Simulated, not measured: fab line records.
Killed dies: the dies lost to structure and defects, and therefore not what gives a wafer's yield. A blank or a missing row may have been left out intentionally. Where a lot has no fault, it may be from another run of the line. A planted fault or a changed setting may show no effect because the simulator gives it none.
Split-lot study | flow n5Finfet | route with 1938 steps; 7 lots, 21 wafers read

== ON THE SPLIT ==
At N5_GATE_CUT_DESCUM_18 (chemistry O2, time 7 s), the setting timeS was moved away from the recipe's 7 s on 5 of the 21 wafers read, by -15.8% to +9.2%. The other wafers ran this setting at the recipe's value.

The reading comes from the split's own step.

== THE READING ==
CAR-EUV_of_GATE_CUT_COAT_07.thkNm (the simulator's own value, which no gauge read), in nm, at N5_GATE_CUT_DESCUM_18 (chemistry O2, time 7 s). The file gives no usual value for it. Average 26.0 nm, standard deviation 0.11 nm, over the 16 wafers here run with the recipe.

wafer  | tool, chamber at the split | timeS as run, s | against the recipe | CAR-EUV_of_GATE_CUT_COAT_07.thkNm, nm | against lot-mates on the recipe
L082.1 | rieDiel-04, 3,1            | 7               | recipe             | 26                                    | -
L082.4 | rieDiel-04, 3,1            | 7               | recipe             | 26                                    | -
L082.5 | rieDiel-04, 2              | 7               | recipe             | 25.8                                  | -
L083.1 | rieDiel-05, 3              | 6.318           | -9.7%              | 26.4                                  | +0.4
L083.3 | rieDiel-05, 1,3            | 7               | recipe             | 26                                    | -
L083.4 | rieDiel-05, 1,3            | 7               | recipe             | 26                                    | -
L084.1 | rieDiel-05, 3,1,1          | 7               | recipe             | 26                                    | -
L084.2 | rieDiel-05, 3,1,1          | 7               | recipe             | 26                                    | -
L084.6 | rieDiel-05, 3,1,1          | 7               | recipe             | 26                                    | -
L085.1 | rieDiel-04, 0              | 5.892           | -15.8%             | 26.6                                  | +0.6
L085.2 | rieDiel-04, 3              | 7               | recipe             | 26                                    | -
L085.4 | rieDiel-04, 2              | 5.892           | -15.8%             | 26.4                                  | +0.4
L087.1 | rieDiel-05, 0              | 7.646           | +9.2%              | 25.8                                  | -0.2
L087.2 | rieDiel-05, 3              | 7               | recipe             | 26                                    | -
L087.5 | rieDiel-05, 2              | 7.646           | +9.2%              | 25.6                                  | -0.4
L095.1 | rieDiel-02, 1              | 7               | recipe             | 26                                    | -
L095.3 | rieDiel-02, 0,1            | 7               | recipe             | 26.2                                  | -
L095.6 | rieDiel-02, 0,1            | 7               | recipe             | 26.2                                  | -
L097.1 | rieDiel-05, 1              | 7               | recipe             | 26.2                                  | -
L097.4 | rieDiel-05, 1              | 7               | recipe             | 26.2                                  | -
L097.2 | rieDiel-05, 2              | 7               | recipe             | 26                                    | -
If several chambers appear in one row, that row covers several wafers at once and the file leaves open which wafer was in which chamber.

FIT RESULTS
A straight line over all 21 wafers: CAR-EUV_of_GATE_CUT_COAT_07.thkNm changes by -0.032 nm for each +1% of timeS; r = -0.88; the points scatter about the line by 0.11 nm.
The same after taking each lot's own level away (the mean of its wafers on the recipe; 21 wafers): -0.0329 nm for each +1%; r = -0.93; scatter 0.082 nm.
On that fit, the largest move of timeS shifts the reading by 0.52 nm.
The lots' own levels span 25.93 to 26.13 nm, that is 1.9 times the standard deviation above.
So the lot-to-lot level changes the slope little: the two slopes agree.
Check: for one of the wafers moved furthest among these (-15.8%), held out of the fit, the line's prediction against its lot-mates is +0.483 nm. Against them it came out at +0.6 nm.

== ADDITIONAL SPLITS CARRIED BY THESE WAFERS ==
Note: prior to the reading, these wafers also went through further splits. Each is held against what the fit with the lots' levels taken away leaves over:
other split on the same wafers | wafers away from the commonest value | r with CAR-EUV_of_GATE_CUT_COAT_07.thkNm (lot level and that fit taken away)
N5_HKMG_FIN_ETCH_58 sourceW    | 5                                    | -0.09
N5_HKMG_FIN_CVD_62 tempC       | 3                                    | -0.12
N5_GATE_CUT_COAT_27 spinRpm    | 6                                    | +0.00

== THE FILE'S OWN FIT ==
CAR-EUV_of_GATE_CUT_COAT_07.thkNm changes by -0.0339 nm for each +1% of timeS, r = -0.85.
